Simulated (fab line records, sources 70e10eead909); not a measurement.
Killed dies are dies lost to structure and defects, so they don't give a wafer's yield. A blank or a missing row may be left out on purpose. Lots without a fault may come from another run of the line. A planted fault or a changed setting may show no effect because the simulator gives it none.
Chamber matching | flow nand_harc | NHARC_P_M2_PRE_CLEAN_32 on pecvd-02: 3 sister chambers
The step time 12 s. 24 wafers are shown with their chamber, then 12 later ones without.

WAFERS WITH THEIR CHAMBER
wafer  | chamber | heater_power_w (W)
L074.3 | 2       | 595
L074.5 | 2       | 593
L074.6 | 1       | 607
L075.2 | 2       | 624
L075.3 | 0       | 614
L075.5 | 2       | 625
L077.2 | 0       | 648
L077.3 | 2       | 579
L077.5 | 1       | 591
L081.1 | 2       | 604
L081.4 | 0       | 596
L081.6 | 1       | 551
L082.2 | 0       | 623
L082.3 | 2       | 676
L082.4 | 2       | 669
L083.1 | 0       | 546
L083.2 | 2       | 674
L083.5 | 2       | 689
L085.1 | 1       | 570
L085.3 | 0       | 554
L085.6 | 2       | 693
L088.1 | 0       | 616
L088.2 | 2       | 687
L088.4 | 1       | 521

SIGNATURES (means of the wafers above)
reading        | chamber 0 | chamber 1 | chamber 2 | scatter within a chamber
heater_power_w | 599.57    | 568.00    | 642.33    | 39.8
Rule: a wafer's distance from a chamber is the root of the sum, over the readings, of the square of ((its reading less the chamber's mean) divided by the reading's scatter). The wafer belongs to the nearest chamber; if the next one is less than 2 further off, it can't be placed. The scatter: the root of (the sum of the squares of (reading less its chamber's mean) over the shown wafers, divided by (wafers less chambers)).

WAFERS WITHOUT THEIR CHAMBER
wafer  | heater_power_w (W)
L090.1 | 575
L090.4 | 584
L090.6 | 651
L093.1 | 613
L093.4 | 582
L093.5 | 614
L095.2 | 538
L095.5 | 603
L095.6 | 528
L096.1 | 711
L096.5 | 553
L096.6 | 681

WHICH CHAMBER EACH WENT THROUGH
wafer  | from the rows above          | in truth
L090.1 | can't be placed: 1 or 0 or 2 | 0
L090.4 | can't be placed: 0 or 1 or 2 | 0
L090.6 | can't be placed: 2 or 0 or 1 | 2
L093.1 | can't be placed: 0 or 2 or 1 | 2
L093.4 | can't be placed: 1 or 0 or 2 | 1
L093.5 | can't be placed: 0 or 2 or 1 | 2
L095.2 | can't be placed: 1 or 0 or 2 | 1
L095.5 | can't be placed: 0 or 1 or 2 | 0
L095.6 | can't be placed: 1 or 0 or 2 | 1
L096.1 | can't be placed: 2 or 0 or 1 | 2
L096.5 | can't be placed: 1 or 0 or 2 | 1
L096.6 | can't be placed: 2 or 0 or 1 | 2
Placed correctly: 0 of 12. Can't be placed from these rows: 12 (the true chamber is among the candidates in 12). Placed wrongly: 0.
